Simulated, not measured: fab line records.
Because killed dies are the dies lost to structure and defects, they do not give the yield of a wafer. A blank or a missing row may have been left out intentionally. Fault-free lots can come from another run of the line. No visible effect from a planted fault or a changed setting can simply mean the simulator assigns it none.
Comparing a struck lot with a sound one -- flow n5-finfet -- 14 out of 1938 route steps
Sound: wafers L684.1, L684.4, L684.5. Struck: wafers L689.2, L689.3, L689.5. Last of all comes the cause.
Per side, at each step with rows, come the tool, then ch with its chambers, and then its first start. Under that, the readings that differ: sound wafers -- struck wafers -- difference of the means -- sigmas: that difference in standard deviations of wafers without a fault.
alike: words and numbers the same on both sides, and readings whose means are apart by under 2 such deviations; not compared: readings that were withheld, readings missing a value for some wafer, numbers with overlapping values and no deviation given by the record, and bounds like >300 which may hide the same value.
The two part at a step that has a row with sigmas, a row that says differs or no value, or rows on one side only. Numbers that have no deviation but don't overlap get no sigmas and don't part them. A reading missing from all wafers of one side parts the sides only when that side holds two or more wafers.

N5_BEOL_M13_STRIP_63: strips in N2/H2.
  sound on plasma-asher-02 ch 0,1, day 12 20:18; struck on plasma-asher-02 ch 0,1, day 13 15:26
  alike: chamber-pressure-mTorr, drypump-motor-current-A, heater-power-w, oes-product-au, strip-time-to-endpoint-s
  not compared: rf-hours-counter-h
N5_BEOL_M13_STRIP_64: strips in N2/H2.
  sound on plasma-asher-02 ch 0,1, day 12 20:22; struck on plasma-asher-02 ch 0,1, day 13 15:30
reading,sound,struck,difference,sigmas
strip-time-to-endpoint-s (s),31.15 31.21 31.29,31.36 31.45 31.33,+0.16,+2
  alike: drypump-motor-current-A, heater-power-w, oes-product-au
  not compared: rf-hours-counter-h
then, 2 steps without rows for these wafers: N5_BEOL_M13_STRIP_71 (strips in post etch residue remover, time 60 s); N5_BEOL_M13_SRD_72 (time 30 s, dry time 30 s).
N5_BEOL_M13_CD_MEAS_17: the cd target is 190 nm.
  sound on cd-sem-02 at day 12 20:31; struck on cd-sem-02 at day 13 15:39
  alike: cd-nm
then, 7 steps without rows for these wafers: N5_BEOL_M13_COAT_65 (time 60 s, resist thk 350 nm); N5_BEOL_M13_COAT_66 (time 60 s, resist thk 110 nm); N5_BEOL_M13_COAT_22 (resist thk 300 nm); N5_BEOL_M13_EBR_24; N5_BEOL_M13_SOFTBAKE_23 (time 60 s); N5_BEOL_M13_EXPOSE_25 (exposes mask M13, target cd 210 nm); N5_BEOL_M13_PEB_26 (peb time 90 s).
N5_BEOL_M13_DEVELOP_27: develop time 45 s.
  struck on litho-track-02, day 13 15:59; sound on litho-track-01 ch 0, day 12 20:51
  no value came back on the struck wafers for chill-plate-temp-C (C), develop-time-s (s), developer-temp-C (C), resist-line-temp-C (C); on the sound wafers chill-plate-temp-C (C) reads 23.16 22.98 23.12
reading,sound,struck,difference,sigmas
model.coat_of_BEOL_M13_COAT_22.thk-nm (nm),286.6 285.8 286.2,300.6 301.6 301,+14.9,
then, 1 step without rows for these wafers: N5_BEOL_M13_HARDBAKE_32 (time 120 s).

== WHERE THEY PART ==
First at N5_BEOL_M13_STRIP_64; last, within this record, at N5_BEOL_M13_DEVELOP_27.

WHY: what the simulator had put in
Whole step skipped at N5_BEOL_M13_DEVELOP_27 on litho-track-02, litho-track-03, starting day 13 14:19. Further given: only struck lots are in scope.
